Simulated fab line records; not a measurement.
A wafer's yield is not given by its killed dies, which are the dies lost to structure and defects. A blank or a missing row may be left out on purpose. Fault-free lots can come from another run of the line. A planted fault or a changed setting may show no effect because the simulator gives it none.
fab line records	flow n5Finfet	part 1 of 2: steps 1 to 4 of 6
[record] lots = 22	wafers = 66	lastDay = 20
route steps=1938 shown BEOL_M6@1211 BEOL_M7@1265
lots untouched by any fault: they come from a run of this same line in which no faults occurred
startH: hours from the record's first day to the start of the lot's first wafer shown	waitH: hours since the lot's step before	" the same as in the row above	L1.1+2: a row that stands for several wafers	- no value, or no start was given	* or withheld: withheld	< > ~ a bound
route shown NAME@n: NAME is a module with steps in the file, n the number in the route of the first one	usual: mean and standard deviation over wafers with no fault	same: alike in all rows	chamber/n: place in a boat	sites: the reading at each site	_std_site: how widely they spread, as a standard deviation	_edge_site: outer sites' mean less inner sites'	radiusMm: for every site, how far away it sits from the centre of the wafer	mask NAME#n: copy n	behind: tool/chamber where the wafer was last shaped	hold: cause of the lot's hold/its duration in hours/its outcome	device: the transistor (n, p or np) that didn't switch	end of line: the route-end tests of the same wafers	step lacking rows: just its recipe	killed: count of dies lost to structure and defects at first sort (not the wafer's yield)	map: a wafer's dies, marking killed ones x, the rest . and places with no die _
set.NAME: setting as actually run; set.NAME@STEP: the setting as run at that earlier step	model.NAME: the simulator's own value behind a step, which no gauge read
a sample of lots followed through the steps of the route, with each step as a table and each wafer as a row
services: from which hour (startH, from the record's first day; less than 0 if before it) a tool's chamber was out of use, for how many hours, and why
[[steps]]
[step N5_BEOL_M6_ETCH_61]
[recipe] chemistry = CF4	target = SiARC	targetDepthA = 455	maskMaterial = CAR-ArF	timeS = 75.8	ionEnergyEv = 80	pressureMtorr = 40	sourceW = 545	biasW = 36	Ar_flow_sccm = 100	cf4FlowSccm = 100	ends = cleared
[usual] drypumpMotorCurrentA = 5.8/0.42	etchRfOnTimeS = 75.4/1	oesProductAu = 0.68/0.087	rfVppV = 184.1/0.99	showerheadPlenumPTorr = 2.14/0.041	throttleValvePct = 15.53/0.23
lot.wafer	tool	chamber	startH	waitH	drypumpMotorCurrentA	etchRfOnTimeS	oesProductAu	rfHoursCounterH	rfVppV	showerheadPlenumPTorr	throttleValvePct
L075.2	rieDiel-02	2	258.26	0.0	4.9	76.0	0.61	198	185.9	2.13	15.92
L075.4	"	1	"	"	5.7	75.5	0.61	-	183.1	2.13	15.81
L075.6	"	2	"	"	4.9	76.5	0.60	-	183.1	2.13	15.92
L076.1	rieDiel-05	0	263.48	0.0	6.1	75.4	0.62	161	183.4	2.14	15.70
L076.4	"	1	"	"	6.3	74.3	0.71	70	183.2	2.09	15.37
L076.6	"	2	"	"	5.7	74.9	0.60	-	184.5	2.12	15.54
L077.1	rieDiel-05	1	269.10	0.0	6.3	75.6	0.70	72	184.8	2.09	15.39
L077.2	"	2	"	"	5.7	75.1	0.60	231	183.4	2.12	15.54
L077.5	"	1	"	"	6.3	75.1	0.71	-	183.4	2.09	15.37
L078.1	rieDiel-04	0	275.18	0.0	6.0	74.6	0.81	4	183.9	2.11	15.15
L078.3	"	2	"	"	6.3	74.8	0.62	221	183.7	2.11	15.70
L078.4	"	1	"	"	5.3	77.4	0.57	-	184.1	2.19	15.67
L080.1	rieDiel-05	2	281.66	0.0	5.7	75.1	0.60	235	183.5	2.11	15.57
L080.2	"	0	"	"	6.2	75.9	0.62	167	184.4	2.14	15.71
L080.5	"	1	"	"	6.3	75.3	0.69	-	182.6	2.09	15.38
L081.1	rieDiel-04	3	287.41	0.0	5.4	73.6	0.86	1	183.6	2.20	15.40
L081.3	"	2	"	"	6.2	74.8	0.62	225	184.1	2.11	15.69
L081.4	"	1	"	"	5.3	76.9	0.58	250	186.0	2.19	15.69
L083.1	rieDiel-02	2	291.59	0.0	4.9	76.5	0.60	212	183.2	2.12	15.94
L083.5	"	2	"	"	4.9	75.5	0.60	-	185.0	2.12	15.95
L083.6	"	3	"	"	5.8	74.9	0.81	-	184.9	2.18	15.36
L082.3	rieDiel-02	1	292.22	0.0	5.7	74.7	0.60	222	183.5	2.12	15.83
L082.5	"	2	"	"	4.9	74.8	0.60	-	183.2	2.12	15.92
L082.6	"	1	"	"	5.7	74.4	0.60	-	183.9	2.12	15.83
L085.3	rieDiel-04	3	306.04	0.0	5.4	74.2	0.81	8	184.9	2.20	15.43
L085.4	"	3	"	"	5.3	74.1	0.82	-	185.3	2.20	15.41
L085.6	"	2	"	"	6.2	75.2	0.61	-	184.2	2.11	15.72
L092.2	rieDiel-02	2	309.56	0.0	4.9	76.3	0.59	216	183.3	2.12	15.93
L092.3	"	1	"	"	5.6	75.3	0.60	228	184.3	2.12	15.85
L092.4	"	0	"	"	6.2	77.1	0.67	114	183.8	2.15	15.59
L086.2	rieDiel-05	3	309.77	0.0	5.5	76.1	0.61	214	185.7	2.21	15.70
L086.3	"	2	"	"	5.7	75.1	0.59	244	184.4	2.11	15.58
L086.6	"	2	"	"	5.7	75.2	0.60	-	183.4	2.11	15.57
L088.3	rieDiel-04	0	327.90	0.0	6.0	75.2	0.76	22	183.2	2.10	15.20
L088.5	"	3	"	"	5.3	74.7	0.80	-	184.4	2.20	15.44
L088.6	"	0	"	"	6.0	75.3	0.77	-	183.9	2.10	15.18
L089.2	rieDiel-02	3	331.04	0.0	5.8	75.6	0.76	24	185.8	2.18	15.40
L089.4	"	0	"	"	6.2	76.9	0.66	123	183.2	2.15	15.59
L089.5	"	3	"	"	5.8	74.8	0.78	-	185.0	2.18	15.38
L087.3	rieDiel-04	1	333.19	0.0	5.3	75.9	0.81	7	184.8	2.19	15.20
L087.4	"	2	"	"	6.2	75.2	0.60	241	182.0	2.11	15.73
L087.6	"	2	"	"	6.2	75.5	0.60	-	184.5	2.11	15.74
L090.2	rieDiel-05	0	335.03	0.0	6.1	75.6	0.61	185	182.9	2.13	15.74
L090.4	"	1	"	"	6.3	75.3	0.68	-	182.4	2.08	15.42
L090.5	"	3	"	"	5.5	76.1	0.60	-	184.3	2.20	15.71
L091.1	rieDiel-04	2	340.86	0.0	6.2	75.3	0.60	243	183.6	2.11	15.73
L091.3	"	0	"	"	6.0	74.3	0.76	27	183.7	2.10	15.21
L091.4	"	1	"	"	5.3	76.3	0.80	10	185.4	2.19	15.22
L093.3	rieDiel-05	3	341.93	0.0	5.5	76.6	0.59	227	184.7	2.20	15.69
L093.5	"	0	"	"	6.1	75.6	0.60	-	184.1	2.13	15.74
L093.6	"	1	"	"	6.3	75.0	0.68	-	183.0	2.08	15.43
L079.1	rieDiel-04	3	364.41	0.0	5.3	74.5	0.78	28	185.8	2.19	15.48
L079.2	"	1	"	"	5.3	75.7	0.78	18	185.3	2.18	15.21
L079.6	"	0	"	"	6.0	74.6	0.74	-	182.8	2.10	15.20
L097.1	rieDiel-05	1	364.57	0.0	6.3	76.2	0.67	106	183.0	2.08	15.44
L097.2	"	0	"	"	6.1	76.5	0.59	199	183.7	2.13	15.77
L097.6	"	3	"	"	5.5	77.9	0.58	-	185.7	2.20	15.73
L096.1	rieDiel-04	3	372.03	0.0	5.4	74.5	0.77	31	184.7	2.19	15.46
L096.3	"	0	"	"	6.0	74.4	0.73	39	182.2	2.09	15.22
L096.6	"	0	"	"	6.0	74.8	0.74	-	184.4	2.09	15.23
L094.1	rieDiel-04	3	385.03	0.0	5.3	75.3	0.75	37	184.2	2.19	15.49
L094.2	"	2	"	"	6.2	73.9	0.84	3	184.2	2.10	15.26
L094.6	"	0	"	"	6.0	74.9	0.73	-	183.7	2.09	15.22
L095.1	rieDiel-04	2	389.26	0.0	6.2	72.7	0.84	4	184.9	2.10	15.27
L095.4	"	0	"	"	6.0	73.0	0.73	47	184.2	2.09	15.24
L095.6	"	1	"	"	5.3	74.9	0.76	-	184.6	2.18	15.25
[step N5_BEOL_M6_STRIP_19]
[recipe] chemistry = O2	powerW = 400	tempC = 40	pressureMtorr = 30	rfFrequencyHz = 6e+07	biasPowerW = 0	overashFraction = 0.2	o2FlowSccm = 225
[usual] drypumpMotorCurrentA = 5.8/0.42	oesProductAu = 0.78/0.097	rfVppV = 3.7/0.57	showerheadPlenumPTorr = 2.10/0.04	throttleValvePct = 16.61/0.22
[same] biasPowerW = 0
lot.wafer	tool	chamber	startH	waitH	drypumpMotorCurrentA	oesProductAu	rfHoursCounterH	rfVppV	showerheadPlenumPTorr	throttleValvePct
L075.2	rieDiel-04	2	258.61	0.1	6.3	0.71	216	3.7	2.08	16.78
L075.4	"	2	"	"	6.2	0.72	-	3.8	2.08	16.77
L075.6	"	3	"	"	5.3	0.66	-	3.1	2.14	16.86
L076.1	rieDiel-05	0	263.84	0.1	6.1	0.72	161	4.4	2.09	16.74
L076.4	"	3	"	"	5.5	0.72	199	3.9	2.16	16.66
L076.6	"	2	"	"	5.8	0.71	-	4.6	2.08	16.60
L077.1	rieDiel-02	2	269.46	0.1	4.9	0.71	203	4.0	2.08	17.00
L077.2	"	1	"	"	5.6	0.70	213	3.4	2.07	16.78
L077.5	"	0	"	"	6.2	0.81	-	4.0	2.12	16.67
L078.1	rieDiel-04	2	275.64	0.2	6.2	0.71	222	4.0	2.08	16.78
L078.3	"	1	"	"	5.3	0.68	247	3.6	2.14	16.70
L078.4	"	1	"	"	5.3	0.67	-	5.3	2.14	16.68
L080.1	rieDiel-05	0	282.38	0.4	6.1	0.72	168	3.9	2.09	16.76
L080.2	"	2	"	"	5.7	0.69	235	3.4	2.07	16.63
L080.5	"	3	"	"	5.5	0.71	-	2.2	2.16	16.67
L081.1	rieDiel-04	3	287.77	0.1	5.3	0.99	1	3.9	2.14	16.41
L081.3	"	0	"	"	6.0	0.93	7	3.5	2.06	16.24
L081.4	"	2	"	"	6.2	0.71	225	3.6	2.08	16.80
L083.1	rieDiel-05	2	292.02	0.2	5.7	0.70	237	3.1	2.07	16.62
L083.5	"	1	"	"	6.3	0.82	-	2.4	2.04	16.43
L083.6	"	0	"	"	6.1	0.72	-	3.3	2.09	16.76
L082.3	rieDiel-05	1	292.68	0.2	6.3	0.81	79	4.4	2.04	16.44
L082.5	"	0	"	"	6.1	0.72	-	3.1	2.09	16.75
L082.6	"	1	"	"	6.3	0.81	-	3.6	2.04	16.44
L085.3	rieDiel-04	2	306.40	0.1	6.2	0.71	232	3.1	2.07	16.79
L085.4	"	0	"	"	6.0	0.91	-	3.7	2.06	16.26
L085.6	"	3	"	"	5.3	0.95	-	2.8	2.14	16.43
L092.2	rieDiel-05	3	309.99	0.2	5.5	0.71	214	3.8	2.16	16.69
L092.3	"	0	"	"	6.1	0.71	176	2.9	2.09	16.79
L092.4	"	2	"	"	5.7	0.69	244	4.5	2.07	16.64
L086.2	rieDiel-02	0	310.32	0.3	6.2	0.80	115	2.9	2.11	16.71
L086.3	"	2	"	"	4.9	0.70	217	3.8	2.08	17.02
L086.6	"	2	"	"	4.9	0.69	-	3.3	2.08	17.00
L088.3	rieDiel-05	3	328.26	0.1	5.5	0.71	220	4.6	2.16	16.70
L088.5	"	3	"	"	5.5	0.71	-	3.7	2.16	16.73
L088.6	"	0	"	"	6.1	0.71	-	4.6	2.09	16.81
L089.2	rieDiel-04	0	331.44	0.1	6.0	0.90	23	3.5	2.05	16.27
L089.4	"	1	"	"	5.3	0.95	6	3.2	2.14	16.25
L089.5	"	1	"	"	5.3	0.95	-	2.8	2.14	16.24
L087.3	rieDiel-05	0	333.65	0.2	6.1	0.70	185	3.9	2.08	16.79
L087.4	"	1	"	"	6.3	0.80	-	4.2	2.03	16.48
L087.6	"	3	"	"	5.5	0.69	-	4.2	2.15	16.69
L090.2	rieDiel-05	0	335.39	0.1	6.2	0.71	185	4.6	2.08	16.78
L090.4	"	1	"	"	6.3	0.80	-	3.8	2.03	16.47
L090.5	"	3	"	"	5.5	0.70	-	3.8	2.15	16.72
L091.1	rieDiel-05	1	341.21	0.1	6.3	0.80	95	3.8	2.03	16.46
L091.3	"	3	"	"	5.5	0.70	227	3.7	2.15	16.71
L091.4	"	3	"	"	5.5	0.70	-	2.7	2.15	16.70
L093.3	rieDiel-04	1	342.34	0.1	5.4	0.93	10	5.3	2.14	16.23
L093.5	"	3	"	"	5.3	0.91	-	2.9	2.14	16.45
L093.6	"	2	"	"	6.2	0.69	-	3.8	2.07	16.83
L079.1	rieDiel-02	3	364.76	0.1	5.8	0.89	35	3.5	2.13	16.46
L079.2	"	1	"	"	5.7	0.69	248	3.9	2.05	16.86
L079.6	"	1	"	"	5.7	0.68	-	4.4	2.05	16.86
L097.1	rieDiel-04	3	364.93	0.1	5.3	0.90	29	3.0	2.13	16.47
L097.2	"	1	"	"	5.4	0.92	18	3.3	2.13	16.25
L097.6	"	0	"	"	6.0	0.87	-	2.6	2.05	16.28
L096.1	rieDiel-04	1	372.39	0.1	5.3	0.90	21	3.9	2.13	16.24
L096.3	"	0	"	"	6.0	0.86	39	4.0	2.05	16.31
L096.6	"	3	"	"	5.3	0.89	-	4.5	2.13	16.49
L094.1	rieDiel-02	0	385.54	0.2	6.2	0.77	142	3.9	2.10	16.74
L094.2	"	1	"	"	5.7	0.67	257	4.8	2.05	16.85
L094.6	"	3	"	"	5.8	0.87	-	3.5	2.12	16.47
L095.1	rieDiel-02	0	389.61	0.1	6.2	0.76	143	3.5	2.10	16.75
L095.4	"	3	"	"	5.8	0.87	-	3.2	2.12	16.46
L095.6	"	0	"	"	6.2	0.75	-	2.9	2.10	16.73
[step N5_BEOL_M6_VIA_ETCH_34]
[recipe] chemistry = C4F6/O2	target = SiCOH_lowk	targetDepthA = 1263	maskMaterial = SOC	taperDeg = 4	timeS = 50.9	ionEnergyEv = 250	pressureMtorr = 30	sourceW = 345	biasW = 185	Ar_flow_sccm = 300	C4F6_flow_sccm = 10	O2_flow_sccm = 10
[usual] drypumpMotorCurrentA = 5.8/0.43	oes_o_777_au = 0.76/0.087	oesProductAu = 0.76/0.094	rfVppV = 667/5	showerheadPlenumPTorr = 2.85/0.056	throttleValvePct = 20.85/0.21
[same] timeS = 50.9
lot.wafer	tool	chamber	startH	waitH	drypumpMotorCurrentA	oes_o_777_au	oesProductAu	rfHoursCounterH	rfVppV	showerheadPlenumPTorr	throttleValvePct
L075.2	rieDiel-04	1	259.31	0.0	5.4	0.67	0.67	241	672	2.92	20.90
L075.4	"	2	"	"	6.2	0.73	0.72	-	666	2.81	20.89
L075.6	"	1	"	"	5.3	0.67	0.67	-	674	2.92	20.91
L076.1	rieDiel-05	3	264.71	0.0	5.5	0.72	0.72	199	666	2.94	20.85
L076.4	"	1	"	"	6.3	0.82	0.82	71	670	2.77	20.62
L076.6	"	3	"	"	5.5	0.72	0.72	-	667	2.94	20.89
L077.1	rieDiel-05	0	270.74	0.0	6.1	0.73	0.73	163	664	2.84	20.99
L077.2	"	1	"	"	6.3	0.82	0.82	73	669	2.77	20.62
L077.5	"	3	"	"	5.5	0.72	0.71	-	666	2.94	20.86
L078.1	rieDiel-04	2	278.39	0.0	6.2	0.73	0.71	223	667	2.81	20.89
L078.3	"	0	"	"	6.0	0.93	0.94	6	666	2.80	20.44
L078.4	"	1	"	"	5.3	0.67	0.67	-	673	2.92	20.92
L080.1	rieDiel-04	0	283.25	0.0	6.0	0.93	0.93	6	665	2.80	20.46
L080.2	"	2	"	"	6.2	0.72	0.71	223	667	2.81	20.89
L080.5	"	0	"	"	6.0	0.93	0.94	-	665	2.80	20.45
L081.1	rieDiel-02	3	290.99	0.0	5.8	0.92	0.96	9	667	2.90	20.68
L081.3	"	0	"	"	6.2	0.79	0.81	107	672	2.86	20.86
L081.4	"	1	"	"	5.7	0.70	0.70	221	674	2.83	21.10
L082.3	rieDiel-02	0	295.63	0.0	6.2	0.79	0.80	108	672	2.86	20.85
L082.5	"	2	"	"	4.9	0.69	0.71	-	673	2.82	21.20
L082.6	"	3	"	"	5.8	0.91	0.95	-	668	2.90	20.69
L083.1	rieDiel-05	2	295.68	0.0	5.7	0.71	0.70	239	663	2.82	20.79
L083.5	"	1	"	"	6.3	0.81	0.80	-	671	2.76	20.64
L083.6	"	2	"	"	5.7	0.71	0.69	-	665	2.82	20.81
L085.3	rieDiel-02	0	309.10	0.0	6.2	0.78	0.78	114	671	2.86	20.85
L085.4	"	1	"	"	5.7	0.68	0.70	228	675	2.83	21.13
L085.6	"	0	"	"	6.2	0.79	0.79	-	673	2.86	20.85
L092.2	rieDiel-05	2	312.13	0.0	5.7	0.70	0.69	245	664	2.81	20.81
L092.3	"	3	"	"	5.5	0.70	0.70	215	665	2.93	20.88
L092.4	"	1	"	"	6.3	0.81	0.81	84	669	2.76	20.62
L086.2	rieDiel-02	0	312.46	0.0	6.2	0.79	0.78	116	672	2.85	20.86
L086.3	"	1	"	"	5.7	0.69	0.69	230	675	2.82	21.13
L086.6	"	2	"	"	4.9	0.70	0.69	-	671	2.82	21.23
L088.3	rieDiel-02	0	329.48	0.0	6.2	0.78	0.78	122	671	2.85	20.85
L088.5	"	2	"	"	4.9	0.69	0.69	-	673	2.82	21.22
L088.6	"	3	"	"	5.8	0.88	0.92	-	668	2.90	20.71
L087.3	rieDiel-02	2	334.47	0.0	4.9	0.70	0.69	225	674	2.82	21.23
L087.4	"	0	"	"	6.2	0.77	0.78	124	671	2.85	20.86
L087.6	"	1	"	"	5.7	0.68	0.69	-	672	2.82	21.11
L089.2	rieDiel-05	0	334.78	0.0	6.1	0.71	0.70	185	664	2.83	21.00
L089.4	"	1	"	"	6.3	0.80	0.79	-	669	2.76	20.63
L089.5	"	3	"	"	5.5	0.70	0.69	-	664	2.93	20.91
L090.2	rieDiel-02	0	336.07	0.0	6.2	0.78	0.77	124	671	2.85	20.86
L090.4	"	2	"	"	4.9	0.69	0.70	226	673	2.82	21.24
L090.5	"	2	"	"	4.8	0.69	0.69	-	673	2.82	21.22
L091.1	rieDiel-04	1	342.12	0.0	5.3	0.92	0.92	10	671	2.91	20.54
L091.3	"	3	"	"	5.4	0.92	0.91	19	655	2.91	20.81
L091.4	"	2	"	"	6.3	0.71	0.69	243	666	2.80	20.93
L093.3	rieDiel-05	1	343.02	0.0	6.3	0.79	0.80	96	670	2.76	20.66
L093.5	"	3	"	"	5.5	0.70	0.70	-	667	2.93	20.92
L093.6	"	0	"	"	6.1	0.71	0.71	-	661	2.83	21.01
L079.1	rieDiel-05	1	369.55	0.0	6.4	0.78	0.78	107	671	2.75	20.66
L079.2	"	3	"	"	5.5	0.69	0.68	239	665	2.92	20.92
L079.6	"	3	"	"	5.5	0.69	0.69	-	666	2.92	20.90
L097.1	rieDiel-04	1	369.88	0.0	5.3	0.89	0.91	20	672	2.91	20.55
L097.2	"	3	"	"	5.3	0.89	0.89	30	653	2.91	20.83
L097.6	"	1	"	"	5.3	0.89	0.91	-	673	2.91	20.55
L096.1	rieDiel-04	0	373.72	0.0	6.0	0.86	0.86	40	665	2.78	20.53
L096.3	"	3	"	"	5.3	0.89	0.89	32	653	2.91	20.83
L096.6	"	0	"	"	6.0	0.85	0.86	-	664	2.78	20.52
L094.1	rieDiel-05	1	388.42	0.0	6.3	0.78	0.77	114	670	2.75	20.69
L094.2	"	3	"	"	5.5	0.69	0.68	246	664	2.92	20.93
L094.6	"	0	"	"	6.1	0.70	0.69	-	662	2.82	21.04
L095.1	rieDiel-05	3	391.67	0.0	5.5	0.69	0.68	248	665	2.92	20.92
L095.4	"	1	"	"	6.3	0.77	0.77	115	668	2.75	20.68
L095.6	"	1	"	"	6.3	0.77	0.77	-	668	2.75	20.68
[step N5_BEOL_M6_PRE_CLEAN_45]
[recipe] gas = H2/He	timeS = 30	tempC = 250
[usual] heaterPowerW = 334/30
[same] timeS = 30
lot.wafer	tool	chamber	startH	waitH	heaterPowerW
L075.2	pvdSputter-03	-	260.43	0.0	369
L075.4	"	-	"	"	354
L075.6	"	-	"	"	293
L076.1	pvdSputter-03	-	265.64	0.0	360
L076.4	"	-	"	"	366
L076.6	"	-	"	"	293
L077.1	pvdSputter-02	-	271.75	0.0	338
L077.2	"	-	"	"	343
L077.5	"	-	"	"	311
L078.1	pvdSputter-01	-	279.45	0.0	330
L078.3	"	-	"	"	380
L078.4	"	-	"	"	292
L080.1	pvdSputter-02	-	286.53	0.0	305
L080.2	"	-	"	"	349
L080.5	"	-	"	"	305
L081.1	pvdSputter-03	-	292.21	0.0	297
L081.3	"	-	"	"	357
L081.4	"	-	"	"	359
L082.3	pvdSputter-01	-	296.62	0.0	332
L082.5	"	-	"	"	370
L082.6	"	-	"	"	377
L083.1	pvdSputter-03	-	296.67	0.0	297
L083.5	"	-	"	"	302
L083.6	"	-	"	"	369
L085.3	pvdSputter-03	-	309.91	0.0	299
L085.4	"	-	"	"	300
L085.6	"	-	"	"	351
L092.2	pvdSputter-02	-	313.62	0.0	338
L092.3	"	-	"	"	340
L092.4	"	-	"	"	341
L086.2	pvdSputter-01	-	314.22	0.0	365
L086.3	"	-	"	"	365
L086.6	"	-	"	"	325
L088.3	pvdSputter-02	-	330.49	0.0	348
L088.5	"	-	"	"	300
L088.6	"	-	"	"	339
L087.3	pvdSputter-01	-	335.61	0.0	297
L087.4	"	-	"	"	288
L087.6	"	-	"	"	366
L089.2	pvdSputter-01	-	335.87	0.0	291
L089.4	"	-	"	"	370
L089.5	"	-	"	"	369
L090.2	pvdSputter-01	-	336.93	0.0	382
L090.4	"	-	"	"	364
L090.5	"	-	"	"	378
L091.1	pvdSputter-03	-	343.53	0.0	364
L091.3	"	-	"	"	293
L091.4	"	-	"	"	353
L093.3	pvdSputter-03	-	343.83	0.0	365
L093.5	"	-	"	"	287
L093.6	"	-	"	"	353
L079.1	pvdSputter-03	-	370.50	0.0	365
L079.2	"	-	"	"	356
L079.6	"	-	"	"	372
L097.1	pvdSputter-02	-	370.85	0.0	343
L097.2	"	-	"	"	327
L097.6	"	-	"	"	338
L096.1	pvdSputter-02	-	375.53	0.0	309
L096.3	"	-	"	"	344
L096.6	"	-	"	"	342
L094.1	pvdSputter-02	-	389.35	0.0	337
L094.2	"	-	"	"	330
L094.6	"	-	"	"	348
L095.1	pvdSputter-03	-	392.57	0.0	358
L095.4	"	-	"	"	352
L095.6	"	-	"	"	350
